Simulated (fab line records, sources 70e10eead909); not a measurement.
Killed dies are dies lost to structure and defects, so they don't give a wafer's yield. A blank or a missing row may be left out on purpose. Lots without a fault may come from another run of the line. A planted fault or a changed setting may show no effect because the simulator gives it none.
Chamber matching | flow nand_harc | NHARC_A_STAIRCASE_DEP_151 on pecvd-03: 3 sister chambers
The step deposits SiO2, target thk 7200 nm. 6 wafers are shown with their chamber, then 7 later ones without.

WAFERS WITH THEIR CHAMBER
wafer  | chamber | heater_power_w (W)
L081.3 | 1       | 709
L085.2 | 1       | 603
L085.3 | 0       | 703
L085.4 | 2       | 894
L087.1 | 2       | 1055
L087.2 | 0       | 742

WAFERS WITHOUT THEIR CHAMBER
wafer  | heater_power_w (W)
L087.3 | 645
L093.2 | 652
L093.3 | 540
L093.5 | 824
L097.3 | 954
L097.4 | 549
L097.6 | 827

WHICH CHAMBER EACH WENT THROUGH
wafer  | from the rows above          | in truth
L087.3 | can't be placed: 1 or 0      | 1
L093.2 | can't be placed: 1 or 0      | 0
L093.3 | can't be placed: 1 or 0      | 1
L093.5 | can't be placed: 0 or 2 or 1 | 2
L097.3 | 2                            | 2
L097.4 | can't be placed: 1 or 0      | 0
L097.6 | can't be placed: 0 or 2 or 1 | 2
Placed correctly: 1 of 7. Can't be placed from these rows: 6 (the true chamber is among the candidates in 6). Placed wrongly: 0.
How it was worked out, from the rows above alone: a wafer's distance from a chamber is the root of the sum, over the readings, of the square of ((its reading less the chamber's mean) divided by the reading's scatter). The wafer belongs to the nearest chamber; if the next one is less than 2 further off, it can't be placed. A chamber's mean is the mean of its shown wafers. The scatter: the root of (the sum of the squares of (reading less its chamber's mean) over the shown wafers, divided by (wafers less chambers)).
